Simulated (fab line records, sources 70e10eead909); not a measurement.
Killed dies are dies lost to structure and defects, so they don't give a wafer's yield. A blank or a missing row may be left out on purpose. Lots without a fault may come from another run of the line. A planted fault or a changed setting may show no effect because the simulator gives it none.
fab line records | flow nand_harc
record lots=5 wafers=15 last_day=26
route steps=1159 shown P_CONTACT@249 P_M0@253 END@1159
lots that met no fault: from a run of the same line without faults
start_h: hours from the record's first day to the start of the lot's first wafer shown | wait_h: hours since the lot's step before | " the same as in the row above | L1.1+2: a row that stands for several wafers | - no value, or no start given | * or withheld: withheld | < > ~ a bound
route shown NAME@n: a module of which the file shows steps, and the number in the route of the first | usual: mean/standard deviation of fault-free wafers | same: alike in all rows | chamber/n: place in a boat | sites: the reading at each site | _std_site: their standard deviation | _edge_site: outer sites' mean less inner sites' | radius_mm: how far each site lies from the wafer's centre | mask NAME#n: copy n | behind: the tool/chamber that last shaped the wafer | hold: why the lot was held/for how many hours/how that ended | device: the transistor (n, p or np) that didn't switch | end of line: the same wafers' tests at the end of the route | a step without rows: its recipe alone | killed: dies lost to structure and defects at the first sort, not the wafer's yield | map: a wafer's dies, x killed, . not, _ none there
set.NAME: the setting as run; set.NAME@STEP: as run at that earlier step | model.NAME: the simulator's own value behind a step, which no gauge read
lots at some steps of the route; a table a step, a row a wafer
services: from which hour (start_h, from the record's first day; less than 0 if before it) a tool's chamber was out of use, for how many hours, and why
## steps
# step NHARC_P_CONTACT_CMP_24
# recipe t_overpolish_s=30 target_thk_nm=200
# usual motor_current_A=12.0/0.82 overpolish_run_s=30.000/0.0096 slurry_flow_ml_min=150.0/0.53 time_to_endpoint_s=40/3.2
# columns lot.wafer tool chamber start_h wait_h motor_current_A overpolish_run_s slurry_flow_ml_min time_to_endpoint_s
L247.4 cmp-01 1 128.05 0.3 12.3 29.993 149.5 43
L247.5 " 0 " " 12.3 30.002 149.3 42
L247.6 " 1 " " 12.1 30.007 149.4 43
L246.3 cmp-01 0 129.85 0.4 12.4 30.010 149.4 45
L246.6 " 1 " " 11.8 30.016 148.9 48
L246.5 " 2 " " 13.2 29.987 151.1 41
L259.4 cmp-01 0 210.95 0.3 12.7 29.989 149.9 40
L259.1 " 2 " " 12.7 29.995 149.4 36
L259.6 " 0 " " 12.0 29.999 149.6 38
L264.1 cmp-01 2 233.50 0.6 13.4 30.027 149.9 40
L264.2 " 1 " " 11.5 30.006 151.1 42
L264.6 " 3 " " 11.1 29.999 150.6 43
L267.4 cmp-01 1 252.41 0.3 11.6 29.999 150.1 43
L267.1 " 2 " " 12.4 29.984 150.6 35
L267.5 " 0 " " 12.5 29.995 150.6 38
# step NHARC_P_CONTACT_SRD_26
# step NHARC_P_CONTACT_INSPECT_27
# usual raw_defect_count=271/100
# columns lot.wafer tool chamber start_h wait_h raw_defect_count
L247.4 defect_inspect-01 - 128.43 0.1 203
L247.5 " - " " 414
L247.6 " - " " 280
L246.3 defect_inspect-02 - 130.18 0.1 280
L246.5 " - " " 206
L246.6 " - " " 456
L259.1 defect_inspect-02 - 211.33 0.1 193
L259.4 " - " " 250
L259.6 " - " " 210
L264.1 defect_inspect-02 - 233.90 0.1 258
L264.2 " - " " 212
L264.6 " - " " 307
L267.1 defect_inspect-01 - 252.78 0.1 220
L267.4 " - " " 160
L267.5 " - " " 379
# step NHARC_P_M0_DEP_00
# recipe target_thk_a=1500 target_thk_nm=150 temp_c=withheld pressure_torr=5 flow_sccm=200 rf_w=600 material=SiOC
# step NHARC_P_M0_DEHYDRATE_01
# recipe temp_c=150 time_s=120
# step NHARC_P_M0_HMDS_02
# recipe time_s=30
# step NHARC_P_M0_COAT_33
# recipe temp_c=200 time_s=65
# step NHARC_P_M0_COAT_03
# recipe spin_rpm=1500 resist_thk_nm=90
# step NHARC_P_M0_SOFTBAKE_04
# recipe temp_c=105 time_s=55
# step NHARC_P_M0_EBR_05
# step NHARC_P_M0_EXPOSE_06
# recipe na=1.35 target_cd_nm=90 dose_mj=81.28 mask_id=P_M0
# step NHARC_P_M0_PEB_07
# recipe peb_temp_c=100 peb_time_s=65
# columns lot.wafer tool chamber start_h wait_h
L247.4+5+6 litho_track-06 0 129.13 0.0
L246.3+5+6 litho_track-06 0 131.00 0.0
L259.1+4+6 litho_track-04 0 212.02 0.1
L264.1+2+6 litho_track-04 0 234.72 0.1
L267.1+4+5 litho_track-01 0 253.49 0.1
# step NHARC_P_M0_DEVELOP_08
# recipe develop_time_s=35 dev_temp_c=23
# step NHARC_P_M0_CD_MEAS_09
# recipe target_cd_nm=90 landing_energy_ev=500
# usual cd_nm=90.0/0.65
# columns lot.wafer tool chamber start_h wait_h cd_nm
L247.4 cd_sem-03 0 129.22 - 89.5
L247.5 " 0 " " 90.6
L247.6 " 0 " " 89.2
L246.3 cd_sem-01 0 131.09 - 91.2
L246.5 " 0 " " 90.4
L246.6 " 0 " " 90.8
L259.1 cd_sem-03 0 212.10 - 90.8
L259.4 " 0 " " 90.0
L259.6 " 0 " " 89.5
L264.1 cd_sem-03 0 234.80 - 90.2
L264.2 " 0 " " 93.6
L264.6 " 0 " " 89.3
L267.1 cd_sem-01 0 253.57 - 89.0
L267.4 " 0 " " 88.7
L267.5 " 0 " " 89.4
# step NHARC_P_M0_OVL_MEAS_10
# recipe pitch_nm=180
# usual overlay_x_nm=-0.2/0.65 overlay_y_nm=0.0/0.93
# columns lot.wafer tool chamber start_h wait_h overlay_x_nm overlay_y_nm
L247.4 overlay-01 - 129.30 - -0.2 -0.3
L247.5 " - " " -0.2 -0.2
L247.6 " - " " -0.4 -0.3
L246.3 overlay-01 - 131.17 - 0.5 -0.8
L246.5 " - " " 0.4 -0.6
L246.6 " - " " 0.8 -0.5
L259.1 overlay-02 - 212.19 - -0.1 0.1
L259.4 " - " " -0.6 -0.4
L259.6 " - " " -0.1 -0.2
L264.1 overlay-01 - 234.89 - -0.6 1.7
L264.2 " - " " 0.1 2.0
L264.6 " - " " 0.0 1.5
L267.1 overlay-02 - 253.66 - -0.4 0.3
L267.4 " - " " -0.5 -0.2
L267.5 " - " " -0.3 0.0
# step NHARC_P_M0_INSPECT_11
# usual raw_defect_count=3.7/2
# columns lot.wafer tool chamber start_h wait_h raw_defect_count
L247.4 defect_inspect-02 - 129.33 0.0 2
L247.5 " - " " 0
L247.6 " - " " 1
L246.3 defect_inspect-02 - 131.21 0.0 2
L246.5 " - " " 5
L246.6 " - " " 5
L259.1 defect_inspect-01 - 212.23 0.0 5
L259.4 " - " " 8
L259.6 " - " " 4
L264.1 defect_inspect-02 - 234.92 0.0 1
L264.2 " - " " 5
L264.6 " - " " 5
L267.1 defect_inspect-01 - 253.69 0.0 4
L267.4 " - " " 5
L267.5 " - " " 6
# step NHARC_P_M0_DESCUM_14
# recipe time_s=3 o2_flow_sccm=200 ar_flow_sccm=0 bias_power_w=0 chemistry=O2
# usual drypump_motor_current_A=5.7/0.44 oes_product_au=1.001/0.0082 rf_vpp_V=57.9/0.9 showerhead_plenum_p_Torr=1.95/0.061 throttle_valve_pct=11.311/0.0089
# same bias_power_w=0
# columns lot.wafer tool chamber start_h wait_h drypump_motor_current_A oes_product_au rf_hours_counter_h rf_vpp_V showerhead_plenum_p_Torr throttle_valve_pct model.P_M0.cd_nm
L247.4 rie_diel-11 1 129.40 0.1 5.3 0.988 8 57.2 1.95 11.307 89.13
L247.6 " 0 " " 5.7 0.999 - 55.4 1.82 11.324 88.96
L247.5 " 1 " " 5.3 0.986 - 58.2 1.95 11.308 90.34
L246.3 rie_diel-02 0 131.28 0.1 6.0 0.994 8 57.5 2.03 11.309 90.88
L246.5 " 2 " " 5.2 1.003 - 57.7 1.94 11.306 89.84
L246.6 " 3 " " 5.5 0.995 - 58.9 1.98 11.320 91.54
L259.4 rie_diel-12 1 212.29 0.1 5.9 1.004 0 58.9 2.01 11.322 90.32
L259.1 " 0 " " 6.4 0.999 0 57.4 1.81 11.315 90.31
L259.6 " 2 " " 6.0 0.996 - 58.3 1.95 11.303 89.59
L264.1 rie_diel-02 0 234.99 0.1 5.9 1.007 5 57.1 2.03 11.331 90.42
L264.2 " 3 " " 5.5 0.997 5 59.4 1.97 11.310 94.16
L264.6 " 1 " " 6.4 1.000 - 56.1 1.95 11.320 89.03
L267.1 rie_diel-02 3 253.76 0.1 5.5 0.987 7 57.6 1.97 11.312 89.8
L267.4 " 0 " " 6.0 0.992 7 58.8 2.03 11.318 89.06
L267.5 " 3 " " 5.5 0.989 - 57.2 1.97 11.317 90.12
# step NHARC_P_M0_ETCH_34
# recipe target_depth_a=400 overetch_a=120 time_s=43.94 ion_energy_ev=200 n2_flow_sccm=150 h2_flow_sccm=150 ar_flow_sccm=0 rf_w=400 bias_w=150 chemistry=N2/H2
# usual drypump_motor_current_A=5.7/0.43 oes_product_au=1.001/0.0083 rf_vpp_V=431.3/2.3 showerhead_plenum_p_Torr=2.07/0.076 throttle_valve_pct=14.172/0.0088
# columns lot.wafer tool chamber start_h wait_h drypump_motor_current_A oes_product_au rf_hours_counter_h rf_vpp_V showerhead_plenum_p_Torr throttle_valve_pct
L247.4 rie_diel-11 0 129.49 0.1 5.7 1.000 8 428.9 1.94 14.148
L247.5 " 3 " " 5.6 1.000 - 428.1 1.97 14.161
L247.6 " 0 " " 5.7 1.007 - 426.8 1.94 14.167
L246.3 rie_diel-02 0 131.36 0.1 6.0 0.992 8 432.9 2.17 14.171
L246.6 " 2 " " 5.1 1.000 - 431.5 2.07 14.174
L246.5 " 3 " " 5.5 0.992 - 433.4 2.11 14.164
L259.4 rie_diel-12 1 212.37 0.1 5.9 1.017 0 433.5 2.14 14.149
L259.1 " 3 " " 6.1 1.004 0 427.7 1.91 14.168
L259.6 " 2 " " 6.0 0.989 - 433.3 2.08 14.183
L264.1 rie_diel-02 2 235.08 0.1 5.2 1.008 5 432.1 2.07 14.173
L264.2 " 3 " " 5.5 0.995 5 431.6 2.11 14.177
L264.6 " 0 " " 6.0 0.998 - 434.0 2.16 14.179
L267.4 rie_diel-02 1 253.85 0.1 6.3 0.994 6 431.9 2.08 14.179
L267.1 " 2 " " 5.1 1.002 6 432.1 2.07 14.159
L267.5 " 0 " " 6.0 1.002 - 433.7 2.16 14.172
# step NHARC_P_M0_ETCH_15
# recipe target_depth_a=1500 overetch_a=150 time_s=82.5 c4f8_flow_sccm=withheld ar_flow_sccm=400 rf_w=600 bias_w=300 chemistry=C4F8/Ar
# usual oes_product_au=0.959/0.024 rf_vpp_V=441.5/2.2
# columns lot.wafer tool chamber start_h wait_h oes_product_au rf_hours_counter_h rf_vpp_V model.P_M0.cd_nm
L247.4 rie_diel-11 1 - - 0.919 8 441.6 88.99
L247.5 " 0 " " 0.916 - 438.2 90.81
L247.6 " 1 " " 0.919 - 442.6 88.91
L246.3 rie_diel-02 2 - - 0.920 11 440.5 91.31
L246.6 " 0 " " 0.909 - 444.7 91.69
L246.5 " 1 " " 0.928 - 442.1 89.61
L259.4 rie_diel-12 1 - - 0.981 0 442.7 89.97
L259.1 " 2 " " 0.961 0 441.7 90.41
L259.6 " 0 " " 0.986 - 437.7 89.73
L264.1 rie_diel-02 2 - - 0.923 5 440.8 89.97
L264.2 " 3 " " 0.926 5 441.7 93.9
L264.6 " 1 " " 0.923 - 443.0 88.15
L267.4 rie_diel-02 3 - - 0.958 7 443.2 88.4
L267.1 " 0 " " 0.979 7 443.9 89.95
L267.5 " 3 " " 0.962 - 442.2 89.79
# step NHARC_P_M0_CD_MEAS_16
# usual cd_nm=89.9/0.96
# columns lot.wafer tool chamber start_h wait_h cd_nm
L247.4 cd_sem-01 - 129.70 - 88.8
L247.5 " - " " 90.6
L247.6 " - " " 88.9
L246.3 cd_sem-01 - 131.57 - 91.1
L246.5 " - " " 89.7
L246.6 " - " " 91.8
L259.1 cd_sem-02 - 212.59 - 90.6
L259.4 " - " " 89.9
L259.6 " - " " 89.9
L264.1 cd_sem-03 - 235.29 - 90.1
L264.2 " - " " 94.0
L264.6 " - " " 88.0
L267.1 cd_sem-02 - 254.05 - 90.0
L267.4 " - " " 88.6
L267.5 " - " " 89.9
# step NHARC_END_SORT_01
# recipe temp_c=25
# usual defect_limited_yield=95.3/1.3 killed_at_array=28/9.1 killed_at_other=0.6/0.87 killed_at_periphery=3.4/2.7 killed_dies=32/9 killed_open=3.2/1.9 killed_short=2.0/1.3 sort_bin_2_pct=1.5/0.57 sort_bin_3_pct=0.26/0.22 sort_bin_4_pct=2.9/0.91 sort_n_pass=645/9 sort_rim_yield_pct=93/3.3 sort_yield_pct=95.3/1.3
# same gross_dies=677 sort_bin_5_pct[%]=0 sort_bin_6_pct[%]=0 sort_bin_7_pct[%]=0 sort_bin_8_pct[%]=0 sort_rim_n_gross=106.00
# columns lot.wafer tool chamber start_h wait_h defect_limited_yield[%] killed_at_array killed_at_other killed_at_periphery killed_dies killed_open killed_short sort_bin_2_pct[%] sort_bin_3_pct[%] sort_bin_4_pct[%] sort_n_pass sort_rim_yield_pct[%] sort_yield_pct[%]
L259.1 prober-02 0 556.80 2.5 95.3 21 0 11 32 3 2 1.8 0 3.0 645 93 95.3
L259.4 prober-02 0 559.17 3.4 95.0 19 3 12 34 2 2 2.1 0.15 2.8 643 96 95.0
L259.6 prober-02 0 560.76 4.0 96.0 17 2 8 27 2 4 1.5 0.15 2.4 650 95 96.0
# killed by level:class
L259.1 A_CONTACT:chamber_film_flake=7 P_M0:chamber_film_flake=5 A_CHANNEL_HOLE_D1:chamber_film_flake=4 A_STAIRCASE:chamber_film_flake=4 A_WL_FILL:geometric_particle:short=2 P_STI:chamber_film_flake=2 A_ZERO_WELL:chamber_film_flake=2 P_GATE:geometric_particle:open=1
L259.4 A_CHANNEL_HOLE_D1:chamber_film_flake=9 P_M0:chamber_film_flake=5 A_CONTACT:chamber_film_flake=4 P_GATE:chamber_film_flake=3 A_STAIRCASE:chamber_film_flake=3 THIN_TSV:chamber_film_flake=3 P_M2:geometric_particle:short=1 A_ONON_D1:geometric_particle:open=1
L259.6 A_CHANNEL_HOLE_D1:chamber_film_flake=5 A_CONTACT:chamber_film_flake=5 P_M0:chamber_film_flake=4 P_BONDPAD:chamber_film_flake=2 A_ONON_D1:geometric_particle:short=1 A_CHANNEL_HOLE_D1:geometric_particle:short=1 A_CHANNEL_FILL_D1:geometric_particle:short=1 A_CHANNEL_FILL_D1:geometric_particle:open=1
## services
# columns tool chamber start_h hours kind
rie_diel-02 0 105.37 - clean
rie_diel-02 1 105.37 - clean
rie_diel-02 2 105.37 - clean
rie_diel-02 3 105.37 - clean
litho_track-06 - 117.00 7.0 pm
rie_diel-02 0 129.87 - clean
rie_diel-02 1 129.87 - clean
rie_diel-02 2 129.87 - clean
rie_diel-02 3 129.87 - clean
cmp-01 - 131.74 0.9 repair
litho_track-04 - 141.00 7.0 pm
rie_diel-11 2 149.06 7.7 repair
rie_diel-02 - 150.70 9.0 pm
rie_diel-02 0 150.70 9.0 vent_cycle
rie_diel-02 1 150.70 9.0 vent_cycle
rie_diel-02 2 150.70 9.0 vent_cycle
rie_diel-02 3 150.70 9.0 vent_cycle
cmp-01 - 163.13 1.7 repair
cmp-01 - 179.50 4.0 pm
rie_diel-11 - 189.50 9.0 pm
cmp-01 - 193.37 1.4 repair
rie_diel-12 - 202.40 9.0 pm
cmp-01 - 215.43 0.3 repair
rie_diel-12 0 228.30 1.2 repair
## key
first_sign step=NHARC_P_M0_CD_MEAS_09 reading=cd_nm direction=up sigmas=5.5 usual=90.0 struck=93.6
effect step=NHARC_P_M0_CD_MEAS_16 reading=cd_nm direction=up sigmas=4.3 usual=89.9 struck=94.0
model_effect step=NHARC_P_M0_DESCUM_14 value=P_M0.cd_nm without=90.17 struck=94.16
model_effect step=NHARC_P_M0_ETCH_15 value=P_M0.cd_nm without=89.91 struck=93.9
met_at NHARC_P_M0_PEB_07
struck_wafers L264.2
onset_between 212.02 234.72
fault kind=process_parameter_drift tool=litho_track-04 chamber=- onset_h=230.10 steps=NHARC_P_M0_PEB_07 channel=peb_time_s offset=* shape=step end_h=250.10 scope=struck_wafers_only acts_in=* stated=*
